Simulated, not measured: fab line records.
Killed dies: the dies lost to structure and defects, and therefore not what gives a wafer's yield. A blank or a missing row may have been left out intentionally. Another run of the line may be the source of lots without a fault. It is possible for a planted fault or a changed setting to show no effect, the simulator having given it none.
Split-lot experiment | flow n5Finfet | 21 wafers read across 4 lots, on a route 1938 steps long

ON THE SPLIT
At N5_BEOL_M0_CUTY_EXPOSE_54 (exposes mask M0 ABLK), the setting doseMj was moved away from the recipe's 36 on 6 of the 21 wafers read, by -2.0% to +4.2%. The other wafers ran this setting at the recipe's value.

FROM THE SPLIT TO THE READING: what the file shows between them, 2 steps
- N5_BEOL_M0_CUTY_PEB_55: peb time 60 s
- N5_BEOL_M0_CUTY_DEVELOP_56: develop time 30 s

THE READING
Shown in nm: cdNm at N5_BEOL_M0_CUTY_CD_MEAS_57, with target cd 200 nm. A value of 199.7 nm with a standard deviation of 1.2 nm is what fault-free wafers of this fab line usually give.

wafer  | tool, chamber at the split | doseMj as run | against the recipe | cdNm, nm | against lot-mates on the recipe
L079.1 | arfiScanner-01, 0          | 36            | recipe             | 197.2    | -
L079.2 | arfiScanner-01, 0          | 35.28         | -2.0%              | 200.9    | +2.5
L079.3 | arfiScanner-01, 0          | 36            | recipe             | 199.0    | -
L079.4 | arfiScanner-01, 0          | 36            | recipe             | 199.0    | -
L079.5 | arfiScanner-01, 0          | 35.28         | -2.0%              | 200.1    | +1.7
L079.6 | arfiScanner-01, 0          | 35.28         | -2.0%              | 201.2    | +2.8
L081.4 | arfiScanner-03, 0          | 36            | recipe             | 198.8    | -
L081.5 | arfiScanner-03, 0          | 36            | recipe             | 199.4    | -
L081.6 | arfiScanner-03, 0          | 36            | recipe             | 198.8    | -
L087.1 | arfiScanner-01, 0          | 36            | recipe             | 202.0    | -
L087.2 | arfiScanner-01, 0          | 37.5          | +4.2%              | 198.4    | -3.3
L087.3 | arfiScanner-01, 0          | 36            | recipe             | 201.4    | -
L087.4 | arfiScanner-01, 0          | 37.5          | +4.2%              | 198.4    | -3.3
L087.5 | arfiScanner-01, 0          | 37.5          | +4.2%              | 198.4    | -3.3
L087.6 | arfiScanner-01, 0          | 36            | recipe             | 201.8    | -
L089.1 | arfiScanner-02, 0          | 36            | recipe             | 198.6    | -
L089.2 | arfiScanner-02, 0          | 36            | recipe             | 199.3    | -
L089.3 | arfiScanner-02, 0          | 36            | recipe             | 198.6    | -
L089.4 | arfiScanner-02, 0          | 36            | recipe             | 198.5    | -
L089.5 | arfiScanner-02, 0          | 36            | recipe             | 197.9    | -
L089.6 | arfiScanner-02, 0          | 36            | recipe             | 199.2    | -

FIT RESULTS
A straight line over all 21 wafers: cdNm changes by -0.328 nm for each +1% of doseMj; r = -0.43; the points scatter about the line by 1.2 nm.
The same after taking each lot's own level away (the mean of its wafers on the recipe; 21 wafers): -0.882 nm for each +1%; r = -0.95; scatter 0.54 nm.
The reading moves by 3.7 nm for the largest change in doseMj, on that fit.
Across the lots, their own levels run from 198.40 to 201.73 nm, a range of 2.8 times the standard deviation given above.
So the lot-to-lot level blurs the effect unless lot-mates are compared.
Check: with one of the wafers moved furthest among these (+4.2%) left out of the fit, the line predicts -3.63 nm for it against its lot-mates. Against them it came out at -3.33 nm.

THESE WAFERS: OTHER SPLITS
Before the reading, these wafers also passed through other splits. Each is held against what the fit with the lots' levels taken away leaves over:
other split on the same wafers        | wafers away from the commonest value | r with cdNm (lot level and that fit taken away)
N5_MOL_CONTACT_COAG_COAT_103 spinRpm  | 9                                    | -0.06
N5_MOL_CONTACT_COAG_VIA_ETCH_46 biasW | 9                                    | -0.05
N5_MOL_CONTACT_COAG_COAT_64 spinRpm   | 9                                    | -0.14
N5_BEOL_M0_SAQP_PECVD_96 timeS        | 6                                    | -0.43

THE FILE'S OWN FIT
cdNm changes by -0.869 nm for each +1% of doseMj, r = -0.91.
